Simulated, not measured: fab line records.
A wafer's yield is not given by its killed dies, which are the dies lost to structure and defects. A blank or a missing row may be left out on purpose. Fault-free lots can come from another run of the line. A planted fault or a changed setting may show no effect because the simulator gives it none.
A struck lot beside a sound one | flow n5_finfet | 39 out of 1938 route steps
Sound: wafers L134.2, L134.4, L134.5. Struck: wafers L143.2, L143.5 (left out: L143.6, a lot-mate that was not struck); the cause follows at the end.
Per side, at each step with rows, come the tool, then ch with its chambers, and then its first start. Under that, the readings that differ: sound wafers | struck wafers | difference of the means | sigmas: that difference in standard deviations of wafers without a fault.
alike: a reading whose means differ by less than 2 such deviations, as well as words and numbers matching on both sides. not compared: withheld readings; readings where some wafer has no value; bounds like >300 that might hide an equal value; numbers whose values overlap and for which the record gives no deviation.
A row with sigmas, a row that says differs or no value, or rows on one side alone: a step with any of these is where the two part. When numbers do not overlap yet have no deviation, they are printed without sigmas and do not part them. A reading that every wafer of one side lacks parts them only if that side has two wafers or more.

first, 11 steps without rows for these wafers: N5_STI_FIN_REVEAL_DENSIFY_30; N5_STI_FIN_REVEAL_ETCHBACK_08 (etches SiO2 in C4F6/O2, target depth 30.5 nm, time 10.167 s); N5_STI_FIN_REVEAL_STRIP_24 (strips in N2/H2, time 90 s); N5_STI_FIN_REVEAL_PRECLEAN_25 (cleans in SPM, time 90 s); N5_STI_FIN_REVEAL_PRECLEAN_26 (cleans in SC1, time 45 s); N5_STI_FIN_REVEAL_PRECLEAN_29 (cleans in DHF, time 30 s); N5_STI_FIN_REVEAL_SRD_12 (time 30 s); N5_STI_FIN_REVEAL_RECESS_09 (chemistry HF/NH3, target SiO2, afs cycles 11, target depth 42.5 nm, sublimation time 60 s); N5_STI_FIN_REVEAL_STRIP_16 (strips SiNx in H3PO4, target depth 23.8 nm); N5_STI_FIN_REVEAL_PRECLEAN_17 (cleans in NF3:NH3, afs cycles 1, time 20 s, sublimation time 60 s); N5_STI_FIN_REVEAL_ETCH_34 (etches Si in H2, material Si, target depth 0.97 nm).
N5_STI_FIN_REVEAL_OXIDATION_31: chemistry O2 PLASMA REMOTE, time 20 s.
  sound on plasma_asher-02 ch 0,1, day 4 01:34; struck on plasma_asher-02 ch 1, day 6 07:49
  alike: drypump_motor_current_A, heater_power_w
  not compared: rf_hours_counter_h
then, 25 steps without rows for these wafers: N5_STI_FIN_REVEAL_PRECLEAN_32 (cleans in NF3:NH3, afs cycles 1, time 20 s, sublimation time 60 s); N5_STI_FIN_REVEAL_STRIP_35 (strips Si3N4 in H3PO4, target depth 4 nm, time 39 s); N5_STI_FIN_REVEAL_SRD_21 (time 30 s); N5_STI_FIN_REVEAL_OXIDATION_33 (chemistry O2 PLASMA REMOTE, time 20 s); N5_STI_FIN_REVEAL_CLEAN_19 (cleans in O3/DIW, time 120 s); N5_STI_FIN_REVEAL_SRD_23 (time 30 s); N5_STI_FIN_REVEAL_PRECLEAN_18 (cleans in SC2, time 45 s); N5_STI_FIN_REVEAL_SRD_28 (time 30 s); N5_DUMMY_GATE_PRECLEAN_00 (cleans in O3/DIW, time 60 s); N5_DUMMY_GATE_SRD_01 (time 30 s); N5_DUMMY_GATE_ALD_02 (deposits SiO2, target thk 2 nm, pulse time 1 s); N5_DUMMY_GATE_CVD_03 (deposits a-Si from SiH4, target thk 150 nm, time 8042 s); N5_DUMMY_GATE_PRECLEAN_46 (cleans in DIW, time 89.5 s); N5_DUMMY_GATE_SRD_47 (dry time 32 s); N5_DUMMY_GATE_CMP_04 (polishes a-Si); N5_DUMMY_GATE_HM_DEP_06 (deposits SiNx from DCS/NH3, target thk 80 nm, time 5141 s); N5_DUMMY_GATE_PECVD_30 (deposits SiO2 from TEOS/O2, target thk 55 nm, time 10.8 s); N5_DUMMY_GATE_COAT_34 (time 60 s, resist thk 60 nm); N5_DUMMY_GATE_COAT_35 (time 60 s, resist thk 10 nm); N5_DUMMY_GATE_COAT_28 (time 60 s, resist thk 10 nm); N5_DUMMY_GATE_COAT_09 (resist thk 30 nm); N5_DUMMY_GATE_EBR_11; N5_DUMMY_GATE_SOFTBAKE_10 (time 60 s); N5_DUMMY_GATE_EXPOSE_12 (exposes mask GATE, target cd 25 nm); N5_DUMMY_GATE_PEB_13 (peb time 60 s).
-- the record jumps here: 6 days lie between the struck wafers' starts before and after (it left off in module DUMMY_GATE and takes up again in module BEOL_M4, whose first step shown is number 1111 of the route) --
N5_BEOL_M4_RC_MEAS_101:
  sound on prober-01 ch 0, day 10 17:23; struck on prober-02 ch 0, day 12 06:02
  reading             | sound                      | struck           | difference | sigmas
  DIBL_N (mV/V)       | 35.0 38.1 36.5             | 41.7 41.0        | +4.8       | +3
  DIBL_P (mV/V)       | 34.8 37.4 36.2             | 45.5 44.7        | +9.0       | +4
  IOFF_N (nA/um)      | 0.13 0.18 0.16             | 0.36 0.33        | +0.19      | +5
  IOFF_N_85C (nA/um)  | 2.7 3.4 3.1                | 6.2 5.8          | +2.9       | +5
  IOFF_N_LIN (nA/um)  | 0.061 0.075 0.070          | 0.156 0.149      | +0.084     | +6
  IOFF_N_LONG (nA/um) | 5.44e-05 5.55e-05 5.51e-05 | 6.28e-05 6.4e-05 | +8.40e-06  | +3
  IOFF_P (nA/um)      | 0.18 0.21 0.20             | 0.44 0.41        | +0.23      | +5
  IOFF_P_85C (nA/um)  | 3.2 3.6 3.5                | 6.7 6.3          | +3.1       | +5
  IOFF_P_LIN (nA/um)  | 0.089 0.097 0.094          | 0.188 0.180      | +0.091     | +6
  ION_N (uA/um)       | 665 667 670                | 714 724          | +52        | +4
  ION_P (uA/um)       | 455 456 456                | 489 489          | +33        | +4
  SS_P (mV/dec)       | 72.8 73.4 73.3             | 75.4 74.4        | +1.7       | +3
  VT_N (mV)           | 254 249 251                | 238 236          | -14        | -4
  VT_P (mV)           | -251 -250 -251             | -238 -238        | +13        | +3
  alike: SS_N
-- a jump in the record: the struck wafers' starts before and after are 5 days apart (it breaks off in module BEOL_M4 and resumes in module PASSIVATION, where the first step shown is number 1936 of the route) --
N5_PASSIVATION_PROBE_49:
  sound on prober-01 at day 15 00:35; struck on prober-02 at day 17 07:08
  reading                | sound    | struck    | difference | sigmas
  killed_at_M4_up        | 14 12 11 | 17 32     | +12        | +2
  sort_bin_4_leakage (%) | 0 0 0    | 3.56 1.19 | +2.38      | +77
  alike: defect_limited_yield, killed_at_M0_to_M3, killed_at_contacts, killed_at_front_end, killed_at_other, killed_dies, killed_open, killed_short, sort_bin_5_function, sort_bin_6_memory, sort_bin_8_speed, sort_n_pass, sort_yield_pct

## WHERE THEY PART
At N5_BEOL_M4_RC_MEAS_101 first; at N5_PASSIVATION_PROBE_49 last (within this record only).

WHY: the cause the simulator had injected
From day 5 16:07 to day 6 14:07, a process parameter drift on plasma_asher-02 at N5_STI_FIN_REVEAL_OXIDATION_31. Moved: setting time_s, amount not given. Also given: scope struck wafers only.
